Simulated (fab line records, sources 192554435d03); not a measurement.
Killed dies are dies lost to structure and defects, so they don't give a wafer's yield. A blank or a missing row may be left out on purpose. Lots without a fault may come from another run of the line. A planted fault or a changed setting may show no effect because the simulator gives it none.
fab line records | flow n5_finfet
record lots=6 wafers=17 last_day=14
route steps=1938 shown BEOL_M6@1212 BEOL_M15@1830 PASSIVATION@1936
lots that met no fault: from a run of the same line without faults
start_h: hours from the record's first day to the start of the lot's first wafer shown | wait_h: hours since the lot's step before | " the same as in the row above | L1.1+2: a row that stands for several wafers | - no value, or no start given | * or withheld: withheld | < > ~ a bound
route shown NAME@n: a module of which the file shows steps, and the number in the route of the first | usual: mean/standard deviation of fault-free wafers | same: alike in all rows | chamber/n: place in a boat | sites: the reading at each site | _std_site: their standard deviation | _edge_site: outer sites' mean less inner sites' | radius_mm: how far each site lies from the wafer's centre | mask NAME#n: copy n | behind: the tool/chamber that last shaped the wafer | hold: why the lot was held/for how many hours/how that ended | device: the transistor (n, p or np) that didn't switch | end of line: the same wafers' tests at the end of the route | a step without rows: its recipe alone | killed: dies lost to structure and defects at the first sort, not the wafer's yield | map: a wafer's dies, x killed, . not, _ none there
set.NAME: the setting as run; set.NAME@STEP: as run at that earlier step | model.NAME: the simulator's own value behind a step, which no gauge read
steps of the route over a sample of lots; a table a step, a row a wafer
services: from which hour (start_h, from the record's first day; less than 0 if before it) a tool's chamber was out of use, for how many hours, and why
## steps
# step N5_BEOL_M6_ETCH_62
# recipe chemistry=N2/H2 target=SOC target_depth_a=1100 overetch_a=220 mask_material=SiARC temp_c=40 time_s=165 ion_energy_ev=200 pressure_mtorr=30 source_w=840 bias_w=150 n2_flow_sccm=200 h2_flow_sccm=200
# usual drypump_motor_current_A=5.8/0.59 oes_product_au=0.70/0.078 rf_vpp_V=524.4/2.4 showerhead_plenum_p_Torr=2.56/0.09 throttle_valve_pct=17.86/0.21 time_s=165/0
# columns lot.wafer tool chamber start_h wait_h drypump_motor_current_A oes_product_au rf_hours_counter_h rf_vpp_V showerhead_plenum_p_Torr throttle_valve_pct time_s
L797.1 rie_diel-04 3 183.30 0.0 6.2 0.65 127 520.7 2.44 18.16 165
L797.3 " 0 " " 6.7 0.63 186 527.7 2.64 17.88 165
L797.5 " 1 " " 5.9 0.59 - 526.8 2.60 18.37 165
L795.2 rie_diel-04 1 194.63 0.0 5.9 0.59 244 525.2 2.60 18.38 165
L795.3 " 0 " " 6.7 0.62 190 528.0 2.64 17.86 165
L795.5 " 3 " " 6.2 0.65 - 522.1 2.44 18.18 165
L799.1 rie_diel-04 2 216.07 0.0 5.7 0.80 12 523.4 2.48 17.63 165
L799.6 " 0 " " 6.7 0.62 - 526.0 2.63 17.89 165
L801.1 rie_diel-04 2 222.03 0.0 5.7 0.79 15 522.4 2.48 17.65 165
L801.3 " 0 " " 6.7 0.62 200 526.9 2.63 17.92 165
L801.5 " 2 " " 5.7 0.80 - 521.6 2.48 17.64 165
L804.2 rie_diel-04 1 245.54 0.0 5.9 0.82 2 525.5 2.59 17.90 165
L804.4 " 3 " " 6.2 0.63 149 518.6 2.43 18.20 165
L804.5 " 2 " " 5.7 0.77 - 522.8 2.48 17.67 165
L806.3 rie_diel-06 2 249.17 0.0 5.1 0.65 115 528.8 2.68 17.71 165
L806.4 " 1 " " 4.8 0.58 234 523.2 2.49 17.92 165
L806.6 " 3 " " 5.9 0.66 - 523.9 2.56 17.83 165
# step N5_BEOL_M6_DESCUM_33
# recipe chemistry=O2 time_s=7 source_power_w=50 bias_power_w=20 pressure_mtorr=20 rf_frequency_hz=2.712e+07 temp_c=40 resist=CAR-EUV o2_flow_sccm=225
# usual drypump_motor_current_A=5.5/0.55 oes_product_au=0.82/0.086 rf_vpp_V=243.7/1.3 showerhead_plenum_p_Torr=2.13/0.082 throttle_valve_pct=20.41/0.17
# columns lot.wafer tool chamber start_h wait_h drypump_motor_current_A oes_product_au rf_hours_counter_h rf_vpp_V showerhead_plenum_p_Torr throttle_valve_pct
L797.1 rie_diel-06 0 184.40 0.0 6.2 0.69 245 242.2 2.04 20.80
L797.3 " 1 " " 4.8 0.70 208 242.8 2.04 20.40
L797.5 " 2 " " 5.1 0.78 - 245.3 2.23 20.26
L795.2 rie_diel-06 2 195.48 0.1 5.1 0.79 95 244.4 2.22 20.29
L795.3 " 1 " " 4.8 0.69 212 241.7 2.04 20.41
L795.5 " 0 " " 6.2 0.69 - 243.8 2.04 20.79
L799.1 rie_diel-05 3 217.00 0.0 6.3 0.94 23 242.8 2.13 20.24
L799.6 " 0 " " 4.8 1.01 - 244.6 2.25 20.50
L801.1 rie_diel-04 2 222.90 0.0 5.7 0.94 16 244.5 2.03 20.24
L801.3 " 3 " " 6.2 0.76 140 241.8 2.00 20.66
L801.5 " 3 " " 6.2 0.75 - 242.4 2.00 20.66
L804.2 rie_diel-04 0 246.85 0.5 6.7 0.70 209 243.3 2.14 20.31
L804.4 " 1 " " 5.9 0.97 2 244.7 2.16 20.77
L804.5 " 2 " " 5.7 0.92 - 241.8 2.03 20.25
L806.3 rie_diel-05 2 250.34 0.2 5.3 0.84 76 245.2 2.12 20.16
L806.4 " 0 " " 4.8 0.94 - 245.0 2.25 20.51
L806.6 " 1 " " 5.3 0.89 - 244.9 2.21 20.41
# step N5_BEOL_M6_ETCH_66
# recipe chemistry=N2/H2 target=SOC target_depth_a=800 overetch_a=160 mask_material=SiARC temp_c=40 time_s=120 ion_energy_ev=200 pressure_mtorr=30 source_w=840 bias_w=150 n2_flow_sccm=200 h2_flow_sccm=200
# usual drypump_motor_current_A=5.5/0.55 oes_product_au=0.63/0.064 rf_vpp_V=525.2/2.5 run_length_s=143.5/0.52 showerhead_plenum_p_Torr=2.59/0.093 throttle_valve_pct=17.81/0.2 time_s=120/0
# columns lot.wafer tool chamber start_h wait_h drypump_motor_current_A oes_product_au rf_hours_counter_h rf_vpp_V run_length_s showerhead_plenum_p_Torr throttle_valve_pct time_s
L797.1 rie_diel-06 0 184.48 0.0 6.2 0.53 245 523.9 143.5 2.51 18.28 120
L797.3 " 1 " " 4.8 0.55 208 521.3 142.3 2.50 17.90 120
L797.5 " 2 " " 5.1 0.60 - 527.3 143.4 2.69 17.66 120
L795.2 rie_diel-06 2 195.56 0.0 5.1 0.60 95 528.5 143.2 2.69 17.67 120
L795.3 " 1 " " 4.8 0.53 212 523.0 142.5 2.50 17.90 120
L795.5 " 0 " " 6.2 0.52 - 521.7 142.9 2.51 18.26 120
L799.1 rie_diel-05 3 217.08 0.0 6.3 0.69 23 525.8 143.1 2.61 17.71 120
L799.6 " 0 " " 4.8 0.77 - 528.0 142.9 2.72 17.71 120
L801.1 rie_diel-04 2 222.98 0.0 5.7 0.71 16 522.8 144.4 2.48 17.65 120
L801.3 " 3 " " 6.2 0.58 140 520.3 143.3 2.44 18.16 120
L801.5 " 3 " " 6.2 0.58 - 520.4 143.7 2.44 18.18 120
L804.2 rie_diel-04 0 246.93 0.0 6.7 0.55 209 526.3 143.6 2.63 17.89 120
L804.4 " 1 " " 5.9 0.74 2 526.5 143.8 2.60 17.89 120
L804.5 " 2 " " 5.6 0.70 - 524.1 143.8 2.48 17.66 120
L806.3 rie_diel-05 2 250.42 0.0 5.3 0.62 76 523.8 143.4 2.57 17.45 120
L806.4 " 0 " " 4.8 0.72 - 528.3 142.7 2.71 17.75 120
L806.6 " 1 " " 5.3 0.69 - 527.2 144.1 2.71 17.95 120
# step N5_BEOL_M6_TRENCH_ETCH_37
# recipe chemistry=C4F6/O2 target_depth_a=944.35 target=SiCOH_lowk time_s=31.5 ion_energy_ev=250 pressure_mtorr=30 source_w=345 bias_w=185 Ar_flow_sccm=300 C4F6_flow_sccm=10 O2_flow_sccm=10
# usual drypump_motor_current_A=5.5/0.55 oes_product_au=0.82/0.092 rf_vpp_V=676/17 run_length_s=55.0/0.5 showerhead_plenum_p_Torr=2.89/0.11 throttle_valve_pct=20.89/0.26 time_s=31.5/0
# columns lot.wafer tool chamber start_h wait_h drypump_motor_current_A oes_product_au rf_hours_counter_h rf_vpp_V run_length_s showerhead_plenum_p_Torr throttle_valve_pct time_s
L797.1 rie_diel-06 0 184.67 - 6.2 0.68 245 651 55.2 2.79 21.27 31.5
L797.3 " 1 " " 4.8 0.70 208 644 54.1 2.80 20.95 31.5
L797.5 " 2 " " 5.1 0.79 - 688 54.6 3.03 20.81 31.5
L795.2 rie_diel-06 2 195.75 - 5.1 0.78 95 687 54.6 3.02 20.85 31.5
L795.3 " 1 " " 4.8 0.70 212 643 54.0 2.80 20.95 31.5
L795.5 " 0 " " 6.3 0.68 - 652 55.3 2.78 21.27 31.5
L799.1 rie_diel-05 3 217.27 - 6.3 0.92 23 687 54.6 2.90 20.76 31.5
L799.6 " 0 " " 4.8 1.03 - 681 54.2 3.05 20.97 31.5
L801.1 rie_diel-04 2 223.18 - 5.7 0.94 16 689 55.4 2.75 20.62 31.5
L801.3 " 3 " " 6.2 0.75 141 684 55.0 2.77 21.39 31.5
L801.5 " 3 " " 6.2 0.75 - 683 54.8 2.77 21.38 31.5
L804.2 rie_diel-04 0 247.12 - 6.7 0.72 209 696 48.5 2.93 20.94 22.05
L804.4 " 1 " " 5.9 0.99 2 650 48.6 2.93 21.22 22.05
L804.5 " 2 " " 5.7 0.91 - 688 48.8 2.75 20.63 22.05
L806.3 rie_diel-05 2 250.61 - 5.3 0.84 76 663 48.6 2.84 20.38 22.05
L806.4 " 0 " " 4.8 0.97 - 680 47.7 3.05 20.99 22.05
L806.6 " 1 " " 5.3 0.91 - 677 48.6 3.00 20.92 22.05
# step N5_BEOL_M6_OCD_MEAS_38
# usual trench_depth_nm=95.4/1.9
# columns lot.wafer tool chamber start_h wait_h trench_depth_nm
L797.1 ocd-02 - 184.82 - 93.0
L797.3 " - " " 91.6
L797.5 " - " " 94.7
L795.2 ocd-01 - 195.90 - 94.3
L795.3 " - " " 93.7
L795.5 " - " " 94.0
L799.1 ocd-01 - 217.42 - 97.8
L799.6 " - " " 96.9
L801.1 ocd-01 - 223.33 - 95.8
L801.3 " - " " 94.0
L801.5 " - " " 94.6
L804.2 ocd-01 - 247.28 - 66.3
L804.4 " - " " 69.2
L804.5 " - " " 67.0
L806.3 ocd-01 - 250.77 - 67.0
L806.4 " - " " 69.5
L806.6 " - " " 67.4
# step N5_BEOL_M6_THK_MEAS_53
# recipe thk_meas_gauge=xrf reads=Cu_of_BEOL_M6_ECD_50
# usual M6_THK=81.3/2.5
# columns lot.wafer tool chamber start_h wait_h M6_THK[nm]
L797.1 film_metro-01 - 189.09 - 78.3
L797.3 " - " " 75.3
L797.5 " - " " 79.5
L795.2 film_metro-02 - 198.10 - 79.0
L795.3 " - " " 81.7
L795.5 " - " " 80.0
L799.1 film_metro-01 - 219.88 - 83.9
L799.6 " - " " 84.7
L801.1 film_metro-01 - 225.31 - 80.1
L801.3 " - " " 83.4
L801.5 " - " " 78.9
L804.2 film_metro-02 - 249.93 - 51.1
L804.4 " - " " 52.9
L804.5 " - " " 51.8
L806.3 film_metro-02 - 253.41 - 54.6
L806.4 " - " " 55.8
L806.6 " - " " 53.4
# step N5_BEOL_M6_RS_MEAS_57
# recipe thk_meas_gauge=four-point-probe reads=Cu_of_BEOL_M6_ECD_50+Co_of_BEOL_M6_CVD_78+TaN_of_BEOL_M6_ALD_77
# usual M6_RS=0.282/0.0097
# columns lot.wafer tool chamber start_h wait_h M6_RS[ohm/sq]
L797.1 film_metro-01 - 189.22 0.1 0.291
L797.3 " - " " 0.304
L797.5 " - " " 0.288
L795.2 film_metro-02 - 198.27 0.1 0.294
L795.3 " - " " 0.283
L795.5 " - " " 0.288
L799.1 film_metro-02 - 220.01 0.1 0.274
L799.6 " - " " 0.269
L801.1 film_metro-01 - 225.47 0.1 0.285
L801.3 " - " " 0.273
L801.5 " - " " 0.291
L804.2 film_metro-02 - 250.06 0.1 0.493
L804.4 " - " " 0.470
L804.5 " - " " 0.484
L806.3 film_metro-01 - 253.54 0.1 0.454
L806.4 " - " " 0.445
L806.6 " - " " 0.468
# step N5_BEOL_M15_RC_MEAS_101
# usual COMB_M10=1.44e-11/2.9e-12 COMB_M11=1.4e-11/3.1e-12 COMB_M12=6.4e-12/1.5e-12 COMB_M13=4.8e-12/1.1e-12 COMB_M14=3.6e-12/7.9e-13 COMB_M15=2.5e-12/5e-13 COMB_M5=3.5e-11/7.8e-12 COMB_M7=2.5e-11/5.6e-12 COMB_M7_max_site=3.7e-11/1e-11 COMB_M8=2.6e-11/5e-12 COMB_M9=1.38e-11/2.9e-12 SERP_M10=3.07/0.11 SERP_M10_max_site=3.16/0.11 SERP_M11=3.12/0.14 SERP_M12=0.643/0.023 SERP_M13=0.309/0.0081 SERP_M14=0.160/0.0055 SERP_M5=39.5/2.4 SERP_M6=13.9/0.67 SERP_M6_max_site=14.5/0.75 SERP_M7=14.1/0.79 SERP_M7_max_site=14.6/0.85 SERP_M8=13.3/0.63 SERP_M9=3.15/0.12
# columns lot.wafer tool chamber start_h wait_h COMB_M10[S/m] COMB_M11[S/m] COMB_M12[S/m] COMB_M13[S/m] COMB_M14[S/m] COMB_M15[S/m] COMB_M5[S/m] COMB_M7[S/m] COMB_M7_max_site[S/m] COMB_M8[S/m] COMB_M9[S/m] SERP_M10[ohm/um] SERP_M10_max_site[ohm/um] SERP_M11[ohm/um] SERP_M12[ohm/um] SERP_M13[ohm/um] SERP_M14[ohm/um] SERP_M5[ohm/um] SERP_M6[ohm/um] SERP_M6_max_site[ohm/um] SERP_M7[ohm/um] SERP_M7_max_site[ohm/um] SERP_M8[ohm/um] SERP_M9[ohm/um]
L797.1 prober-01 0 254.61 0.0 1.28e-11 9e-12 5.7e-12 5.2e-12 3.1e-12 3.5e-12 4.9e-11 3.8e-11 4.4e-11 2.7e-11 1.54e-11 3.05 3.12 3.21 0.649 0.297 0.165 44.6 14.1 14.7 14.5 14.9 13.8 3.29
L797.3 " 0 " " 9.7e-12 1.2e-11 7.9e-12 5.8e-12 3.8e-12 2.4e-12 3.9e-11 1.8e-11 4.1e-11 3.4e-11 1.99e-11 2.99 3.02 2.95 0.689 0.312 0.166 40.9 15.7 16.5 14.4 14.8 13.9 3.22
L797.5 " 0 " " 1.22e-11 1.4e-11 5.4e-12 4.4e-12 3e-12 2.4e-12 6.5e-11 2.3e-11 4e-11 2.5e-11 1.39e-11 3.10 3.15 2.93 0.651 0.295 0.157 39.5 13.8 14.3 14.7 15.2 13.2 3.22
L795.2 prober-01 0 268.51 0.2 1.53e-11 1.6e-11 5.9e-12 4.3e-12 2.4e-12 2.7e-12 3.4e-11 3e-11 5.1e-11 2.4e-11 9.7e-12 3.18 3.23 3.30 0.646 0.301 0.161 43.3 14.4 14.6 14.8 15.2 14.0 2.96
L795.3 " 0 " " 1.46e-11 2.4e-11 7.6e-12 4.8e-12 3.6e-12 1.7e-12 2.9e-11 3.2e-11 4.6e-11 2e-11 1.12e-11 3.24 3.36 3.13 0.665 0.298 0.170 40.7 14.8 15.1 13.9 14.2 13.6 3.02
L795.5 " 0 " " 1.97e-11 2.2e-11 7.5e-12 6.6e-12 4e-12 3.2e-12 2.4e-11 3e-11 4e-11 2.3e-11 1.15e-11 3.24 3.35 3.03 0.658 0.300 0.156 41.5 13.7 15.1 14.1 14.7 13.2 3.14
L799.1 prober-02 0 289.47 0.1 1.05e-11 1.5e-11 5.4e-12 5.8e-12 4.7e-12 2.7e-12 3.8e-11 2.3e-11 2.8e-11 3.2e-11 1.52e-11 3.08 3.14 3.06 0.637 0.316 0.161 38.5 13.3 13.7 15.8 16.4 13.2 3.32
L799.6 " 0 " " 1.33e-11 1.1e-11 5.7e-12 3.9e-12 3.2e-12 2.7e-12 5.3e-11 3.1e-11 4e-11 2.9e-11 1.47e-11 3.07 3.16 3.09 0.611 0.315 0.165 38.5 13.0 13.6 14.8 15.7 13.1 3.23
L801.1 prober-02 0 297.59 0.0 2.17e-11 1.1e-11 5.8e-12 5.4e-12 5.1e-12 3.2e-12 3.8e-11 2.7e-11 4e-11 2.5e-11 1.25e-11 3.03 3.16 2.78 0.671 0.307 0.161 42.2 13.3 14.0 13.9 14.2 12.9 3.01
L801.3 " 0 " " 1.74e-11 1.4e-11 6.9e-12 4.5e-12 4.1e-12 2.8e-12 4.3e-11 3.2e-11 6e-11 2.5e-11 1.21e-11 3.12 3.25 3.05 0.668 0.297 0.156 36.6 13.7 14.3 12.9 13.3 13.4 3.24
L801.5 " 0 " " 1.61e-11 1.1e-11 6.4e-12 5.4e-12 5.5e-12 2.7e-12 4.7e-11 2.2e-11 3.6e-11 2.5e-11 1.22e-11 3.17 3.25 3.04 0.646 0.299 0.156 40.2 14.6 15.1 13.8 14.1 12.8 3.14
L804.2 prober-01 0 319.23 0.2 1.65e-11 1.2e-11 3.8e-12 5.9e-12 3.7e-12 1.9e-12 3.3e-11 2.7e-11 3.4e-11 2.7e-11 1.06e-11 2.84 3.02 3.09 0.636 0.310 0.159 38.1 23.3 24.7 13.4 13.8 12.6 3.14
L804.4 " 0 " " 1.69e-11 1e-11 4.1e-12 3.6e-12 4.2e-12 2.3e-12 3.6e-11 1.8e-11 3.1e-11 2.9e-11 9.5e-12 2.96 3.01 3.27 0.603 0.318 0.159 41.3 22.1 22.9 12.9 13.2 11.8 3.26
L804.5 " 0 " " 1.48e-11 1.1e-11 5.7e-12 3.5e-12 2.4e-12 1.5e-12 3.7e-11 2e-11 3e-11 2.6e-11 9.6e-12 3.09 3.26 3.20 0.626 0.318 0.162 37.5 23.2 25.0 13.2 13.3 12.5 3.25
L806.3 prober-01 0 328.46 0.3 1.44e-11 1.6e-11 4.1e-12 6e-12 3.5e-12 2.1e-12 4.6e-11 2.5e-11 3.4e-11 3.7e-11 1.18e-11 3.23 3.31 3.31 0.665 0.305 0.160 36.3 22.8 23.7 13.3 13.7 12.3 3.08
L806.4 " 0 " " 1.59e-11 1e-11 5e-12 3.9e-12 2.8e-12 2e-12 4.3e-11 3e-11 4.3e-11 2.9e-11 1.38e-11 3.17 3.29 3.23 0.603 0.298 0.152 34.7 21.2 22.6 13.8 14.4 13.5 3.08
L806.6 " 0 " " 1.84e-11 1.3e-11 5.1e-12 3.8e-12 3.8e-12 2e-12 3.7e-11 2.3e-11 2.9e-11 1.9e-11 1.21e-11 3.04 3.11 3.18 0.659 0.304 0.161 38.7 23.3 24.4 13.2 13.8 12.2 3.36
# sites SERP_M6 radius_mm=0,75,75,75,75,140,140,140,140
L797.1 13.9 14.5 14.2 13.9 14.3 14.1 14.0 13.8 14.7
L795.2 14.0 14.1 14.4 14.3 14.1 14.6 14.6 14.5 14.4
L799.1 13.5 13.5 13.3 13.3 13.7 13.0 13.1 13.2 13.0
L801.1 12.7 12.6 13.1 13.3 13.0 13.5 14.0 13.5 13.3
L804.2 23.3 23.3 24.0 22.4 24.7 23.2 22.8 22.5 23.7
L806.3 21.2 22.5 21.9 22.4 22.8 23.7 23.0 23.7 23.5
# step N5_PASSIVATION_PROBE_49
# usual defect_limited_yield=91.4/1.5 killed_at_M0_to_M3=36/11 killed_at_M4_up=14/6 killed_at_contacts=11/6 killed_at_front_end=37/11 killed_at_other=4/3.4 killed_dies=102/18 killed_open=66/13 killed_short=34/7.8 sort_bin_4_leakage=0.00/0.017 sort_bin_5_function=5.0/0.97 sort_bin_6_memory=3.2/0.7 sort_bin_8_speed=0.0/0.38 sort_n_pass=1078/19
# same gross_dies=1180 killed_at_back_side=0
# columns lot.wafer tool chamber start_h wait_h defect_limited_yield[%] killed_at_M0_to_M3 killed_at_M4_up killed_at_contacts killed_at_front_end killed_at_other killed_dies killed_open killed_short sort_bin_4_leakage[%] sort_bin_5_function[%] sort_bin_6_memory[%] sort_bin_8_speed[%] sort_n_pass
L797.1 prober-01 - 271.72 0.0 91.7 30 16 15 28 9 98 60 34 0 4.2 3.9 0 1082
L797.3 prober-01 - 271.82 0.1 92.5 41 15 7 24 1 88 46 39 0 4.4 2.5 0 1092
L797.5 prober-01 - 271.92 0.2 91.7 25 21 7 37 8 98 66 30 0 5.3 3.0 0 1082
L795.2 prober-02 - 281.74 0.1 90.3 43 23 18 29 2 115 83 30 0 5.8 3.6 0 1065
L795.3 prober-02 - 281.79 0.1 90.7 38 16 5 45 6 110 71 35 0 5.7 3.5 0 1070
L795.5 prober-02 - 281.89 0.2 92.3 28 13 5 41 4 91 61 27 0 4.3 3.1 0 1089
L799.1 prober-01 - 307.61 0.0 91.6 44 7 8 39 1 99 71 28 0 5.0 3.0 0 1081
L799.6 prober-01 - 307.86 0.3 90.3 32 7 12 55 8 114 72 39 0 5.0 4.3 0 1066
L801.1 prober-02 - 313.20 0.0 90.8 40 8 16 42 2 108 66 40 0 6.0 3.1 0 1072
L801.3 prober-02 - 313.30 0.1 90.4 41 9 19 37 7 113 78 33 0 4.9 4.3 0 1067
L801.5 prober-02 - 313.40 0.2 90.2 41 15 18 41 1 116 89 25 0 5.9 3.5 0 1064
L804.2 prober-02 - 332.48 0.1 91.5 39 26 9 25 1 100 51 28 0 3.5 3.1 1.7 1080
L804.4 prober-02 - 332.58 0.2 90.9 52 22 7 21 5 107 68 31 0 5.0 3.3 0.6 1073
L804.5 prober-02 - 332.63 0.2 92.2 41 20 7 21 3 92 59 20 0 4.1 2.5 1.1 1088
L806.3 prober-02 - 343.39 0.1 91.9 28 25 7 31 4 95 51 28 0 3.6 3.1 1.3 1085
L806.4 prober-02 - 343.44 0.2 93.1 25 13 9 34 1 82 47 28 0.08 3.4 2.7 0.6 1097
L806.6 prober-02 - 343.54 0.3 92.3 33 26 8 22 2 91 47 24 0 3.9 2.5 1.2 1089
# killed by level:class
L797.1 MOL_CONTACT_COAG:geometric_particle:open=13 BEOL_M2:geometric_particle:open=9 BEOL_M4:geometric_particle:open=6 BEOL_M0_SAQP:geometric_particle:open=5 DUMMY_GATE:geometric_particle:open=4 BEOL_M0_SAQP:geometric_particle:short=4 BEOL_M3:geometric_particle:open=4 PASS1_CAP:geometric_particle:open=4
L797.3 FIN_SAQP:geometric_particle:short=11 BEOL_M0_SAQP:geometric_particle:short=11 BEOL_M0_SAQP:geometric_particle:open=9 BEOL_M3:geometric_particle:open=6 BEOL_M2:geometric_particle:open=5 FIN_SAQP:geometric_particle:open=4 MOL_CONTACT_COAG:geometric_particle:short=4 BEOL_M3:geometric_particle:short=4
L797.5 BEOL_M4:geometric_particle:open=16 FIN_SAQP:geometric_particle:open=9 STI_FIN_REVEAL:geometric_particle:open=6 BEOL_M0_SAQP:geometric_particle:open=5 BEOL_M2:geometric_particle:open=5 BEOL_M3:geometric_particle:open=5 FIN_SAQP:geometric_particle:short=4 GATE_CUT:geometric_particle:short=4
L795.2 MOL_CONTACT_COAG:geometric_particle:open=13 BEOL_M1:geometric_particle:open=13 BEOL_M4:geometric_particle:open=11 STI_FIN_REVEAL:geometric_particle:open=10 BEOL_M0_SAQP:geometric_particle:short=9 BEOL_M3:geometric_particle:open=7 BEOL_M0_SAQP:geometric_particle:open=6 FIN_SAQP:geometric_particle:open=5
L795.3 STI_FIN_REVEAL:geometric_particle:open=13 FIN_SAQP:geometric_particle:open=9 BEOL_M3:geometric_particle:open=7 BEOL_M0_SAQP:geometric_particle:open=6 FIN_SAQP:geometric_particle:short=5 BEOL_M0_SAQP:geometric_particle:short=5 BEOL_M1:geometric_particle:open=5 BEOL_M8:geometric_particle:open=5
L795.5 FIN_SAQP:geometric_particle:open=10 BEOL_M0_SAQP:geometric_particle:open=9 FIN_SAQP:geometric_particle:short=6 STI_FIN_REVEAL:geometric_particle:open=5 GATE_CUT:geometric_particle:short=5 BEOL_M3:geometric_particle:open=5 BEOL_M4:geometric_particle:open=5 STARTING-WAFER:geometric_particle:short=4
L799.1 BEOL_M2:geometric_particle:open=12 FIN_SAQP:geometric_particle:open=11 MOL_CONTACT_COAG:geometric_particle:open=8 BEOL_M0_SAQP:geometric_particle:open=8 BEOL_M0_SAQP:geometric_particle:short=6 FIN_SAQP:geometric_particle:short=5 DUMMY_GATE:geometric_particle:open=4 BEOL_M0:geometric_particle:open=4
L799.6 FIN_SAQP:geometric_particle:open=17 FIN_SAQP:geometric_particle:short=11 BEOL_M0_SAQP:geometric_particle:open=9 DUMMY_GATE:geometric_particle:open=7 MOL_CONTACT_COAG:geometric_particle:open=7 BEOL_M0_SAQP:geometric_particle:short=6 STI_FIN_REVEAL:geometric_particle:open=5 BEOL_M2:geometric_particle:open=5
L801.1 MOL_CONTACT_COAG:geometric_particle:open=13 BEOL_M3:geometric_particle:open=11 BEOL_M0_SAQP:geometric_particle:short=11 FIN_SAQP:geometric_particle:open=9 STI_FIN_REVEAL:geometric_particle:open=7 BEOL_M0_SAQP:geometric_particle:open=5 BEOL_M1:geometric_particle:open=5 STI_FIN_REVEAL:geometric_particle:short=4
L801.3 FIN_SAQP:geometric_particle:open=17 MOL_CONTACT_COAG:geometric_particle:open=14 BEOL_M1:geometric_particle:open=11 BEOL_M3:geometric_particle:open=7 BEOL_M0_SAQP:geometric_particle:open=6 BEOL_M2:geometric_particle:open=6 MOL_CONTACT_COAG:geometric_particle:short=5 BEOL_M0_SAQP:geometric_particle:short=5
L801.5 MOL_CONTACT_COAG:geometric_particle:open=16 FIN_SAQP:geometric_particle:open=12 BEOL_M3:geometric_particle:open=12 FIN_SAQP:geometric_particle:short=9 BEOL_M4:geometric_particle:open=8 BEOL_M0_SAQP:geometric_particle:open=8 BEOL_M2:geometric_particle:open=8 STI_FIN_REVEAL:geometric_particle:open=6
L804.2 BEOL_M6:area_ecd=20 BEOL_M3:geometric_particle:open=13 BEOL_M0_SAQP:geometric_particle:short=9 MOL_CONTACT_COAG:geometric_particle:open=8 BEOL_M0_SAQP:geometric_particle:open=7 GATE_CUT:geometric_particle:short=5 GATE_CUT:geometric_particle:open=3 BEOL_M0:geometric_particle:open=3
L804.4 BEOL_M0_SAQP:geometric_particle:open=13 BEOL_M0_SAQP:geometric_particle:short=12 MOL_CONTACT_COAG:geometric_particle:open=7 BEOL_M6:area_ecd=7 FIN_SAQP:geometric_particle:open=6 BEOL_M1:geometric_particle:open=6 BEOL_M2:geometric_particle:open=6 FIN_SAQP:geometric_particle:short=5
L804.5 BEOL_M0_SAQP:geometric_particle:open=15 BEOL_M6:area_ecd=13 BEOL_M0_SAQP:geometric_particle:short=8 BEOL_M3:geometric_particle:open=8 MOL_CONTACT_COAG:geometric_particle:open=6 BEOL_M0:geometric_particle:open=4 STARTING-WAFER:geometric_particle:open=4 DUMMY_GATE:geometric_particle:open=3
L806.3 BEOL_M6:area_ecd=15 FIN_SAQP:geometric_particle:open=14 BEOL_M2:geometric_particle:open=10 MOL_CONTACT_COAG:geometric_particle:open=6 BEOL_M1:geometric_particle:open=5 BEOL_M1:geometric_particle:short=5 FIN_SAQP:geometric_particle:short=4 SPACER0:geometric_particle:short=3
L806.4 FIN_SAQP:geometric_particle:open=7 BEOL_M6:area_ecd=7 BEOL_M0_SAQP:geometric_particle:short=6 MOL_CONTACT_COAG:geometric_particle:open=5 BEOL_M2:geometric_particle:open=5 STI_FIN_REVEAL:geometric_particle:open=4 GATE_CUT:geometric_particle:short=4 GATE_CUT:geometric_particle:open=4
L806.6 BEOL_M6:area_ecd=14 MOL_CONTACT_COAG:geometric_particle:open=6 BEOL_M0_SAQP:geometric_particle:short=6 BEOL_M1:geometric_particle:open=6 BEOL_M2:geometric_particle:open=6 BEOL_M0_SAQP:geometric_particle:open=5 STI_FIN_REVEAL:geometric_particle:open=4 DUMMY_GATE:geometric_particle:open=4
## services
# columns tool chamber start_h hours kind
rie_diel-04 2 159.67 - clean
rie_diel-04 2 159.67 - consumable_replace:focus_ring
rie_diel-04 2 159.67 21.8 scheduled_down
rie_diel-04 2 159.67 21.8 vent_cycle
rie_diel-05 1 170.15 - clean
rie_diel-05 1 170.15 - consumable_replace:focus_ring
rie_diel-05 1 170.15 - consumable_replace:showerhead
rie_diel-05 1 170.15 17.4 scheduled_down
rie_diel-05 1 170.15 17.4 vent_cycle
rie_diel-06 0 197.25 - clean
rie_diel-06 0 197.25 - consumable_replace:focus_ring
rie_diel-06 0 197.25 35.3 scheduled_down
rie_diel-06 0 197.25 35.3 vent_cycle
rie_diel-05 0 200.40 - clean
rie_diel-05 0 200.40 - consumable_replace:focus_ring
rie_diel-05 0 200.40 - consumable_replace:showerhead
rie_diel-05 0 200.40 14.8 scheduled_down
rie_diel-05 0 200.40 14.8 vent_cycle
rie_diel-04 1 214.39 - clean
rie_diel-04 1 214.39 - consumable_replace:focus_ring
rie_diel-04 1 214.39 16.8 scheduled_down
rie_diel-04 1 214.39 16.8 vent_cycle
rie_diel-04 1 235.62 8.8 repair
rie_diel-05 3 239.05 115.1 repair
## key
first_sign step=N5_BEOL_M6_TRENCH_ETCH_37 reading=time_s direction=down sigmas=99+ usual=* struck=*
effect step=N5_BEOL_M6_TRENCH_ETCH_37 reading=run_length_s direction=down sigmas=13 usual=* struck=*
effect step=N5_BEOL_M6_OCD_MEAS_38 reading=trench_depth_nm direction=down sigmas=15 usual=95.4 struck=67.7
effect step=N5_BEOL_M6_THK_MEAS_53 reading=M6_THK direction=down sigmas=11 usual=81.3 struck=53.3
effect step=N5_BEOL_M6_RS_MEAS_57 reading=M6_RS direction=up sigmas=19 usual=0.282 struck=0.469
effect step=N5_BEOL_M15_RC_MEAS_101 reading=SERP_M6 direction=up sigmas=13 usual=13.9 struck=22.6
effect step=N5_PASSIVATION_PROBE_49 reading=sort_bin_8_speed direction=up sigmas=2.7 usual=0.0 struck=1.1 wafers_moved=4
met_at N5_BEOL_M6_TRENCH_ETCH_37
struck_lots L804,L806
not_acting_at N5_BEOL_M6_ETCH_62,N5_BEOL_M6_DESCUM_33,N5_BEOL_M6_ETCH_66
onset_between 223.18 247.12
fault kind=recipe_version_skew tool=rie_diel-04,rie_diel-05,rie_diel-06 chamber=- onset_h=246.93 steps=N5_BEOL_M6_TRENCH_ETCH_37 wrong_recipe.time_s=*
